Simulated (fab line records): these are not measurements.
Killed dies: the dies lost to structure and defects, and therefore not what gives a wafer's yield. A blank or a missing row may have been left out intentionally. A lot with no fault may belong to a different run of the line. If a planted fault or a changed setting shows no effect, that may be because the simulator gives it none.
Matching of chambers	flow nand_harc	NHARC_A_CONTACT_ETCH_102 on rie_diel-10: 4 sister chambers
The step etches the open film in CF4/O2, target depth 100 nm, overetch 10 nm, time 55 s. 8 wafers are shown with their chamber, then 11 later ones without.

WAFERS WITH THEIR CHAMBER
wafer	chamber	showerhead_plenum_p_Torr (Torr)	run_length_s (s)
L910.3	1	1.23	76.4
L911.5	3	1.34	76.1
L914.1	3	1.34	76.0
L914.2	1	1.45	76.2
L916.1	0	1.40	76.0
L916.3	2	1.35	76.6
L916.6	0	1.40	75.8
L922.2	2	1.35	76.7

WAFERS MISSING THEIR CHAMBER
wafer	showerhead_plenum_p_Torr (Torr)	run_length_s (s)
L922.3	1.44	76.3
L922.4	1.33	76.3
L921.2	1.33	76.1
L921.3	1.35	76.7
L921.6	1.44	76.7
L923.1	1.44	76.0
L923.2	1.39	76.1
L923.3	1.35	76.6
L924.1	1.35	76.8
L924.5	1.44	76.0
L924.6	1.39	75.8

EACH ONE'S CHAMBER
wafer	from the rows above	in truth
L922.3	can't be placed: 1 or 3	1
L922.4	1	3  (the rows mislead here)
L921.2	can't be placed: 3 or 1 or 0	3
L921.3	2	2
L921.6	2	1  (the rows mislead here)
L923.1	can't be placed: 0 or 3 or 1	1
L923.2	can't be placed: 3 or 0 or 1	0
L923.3	2	2
L924.1	2	2
L924.5	can't be placed: 0 or 3 or 1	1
L924.6	can't be placed: 0 or 3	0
Correctly placed: 3 of 11. From these rows, 6 cannot be placed; in 6 the true chamber is one of the candidates. Placed wrongly: 2.
How it was worked out, from the rows above alone: a wafer's distance from a chamber is the root of the sum, over the readings, of the square of ((its reading less the chamber's mean) divided by the reading's scatter). The wafer belongs to the nearest chamber; if the next one is less than 2 further off, it can't be placed. The mean given for a chamber averages the wafers shown for that chamber. The scatter: take each reading less its chamber's mean, square it, sum over the shown wafers, divide by the number of wafers less the number of chambers, and take the root.
